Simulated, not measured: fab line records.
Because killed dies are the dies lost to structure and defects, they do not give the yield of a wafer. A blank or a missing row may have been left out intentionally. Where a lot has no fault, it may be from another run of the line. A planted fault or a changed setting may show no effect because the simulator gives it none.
Chamber matching | flow n5Finfet | rieDiel-04 running N5_FIN_SAQP_ETCH_52: 4 sister chambers
The step etches SOC in N2/H2, target depth 100 nm, overetch 20 nm, time 150 s. 4 wafers are shown with their chamber, then 7 later ones without.

== WAFERS, EACH WITH ITS CHAMBER ==
wafer  | chamber | showerheadPlenumPTorr (Torr)
L087.4 | 1       | 2.49
L089.6 | 3       | 2.45
L090.4 | 0       | 2.72
L090.5 | 2       | 2.67

== WAFERS WHOSE CHAMBER IS MISSING ==
wafer  | showerheadPlenumPTorr (Torr)
L090.6 | 2.49
L093.1 | 2.67
L093.5 | 2.67
L093.6 | 2.48
L095.1 | 2.48
L095.3 | 2.45
L095.5 | 2.48

== WHICH CHAMBER EACH WENT THROUGH ==
wafer  | from the rows above | in truth
L090.6 | 1                   | 1
L093.1 | 2                   | 2
L093.5 | 2                   | 2
L093.6 | 1                   | 1
L095.1 | 1                   | 1
L095.3 | 3                   | 3
L095.5 | 1                   | 1
Correctly placed: 7 of 7. From these rows, 0 cannot be placed. 0 placed wrongly.
How it was worked out, from the rows above alone: a wafer's distance from a chamber is the root of the sum, over the readings, of the square of ((its reading less the chamber's mean) divided by the reading's scatter). If the next closest chamber is less than 2 further off than the closest, the wafer can't be placed; otherwise it belongs to the closest. The mean given for a chamber averages the wafers shown for that chamber. The scatter (one wafer shown for each chamber): square how far every hidden wafer sits from the nearest shown wafer, average those squares and take the square root.
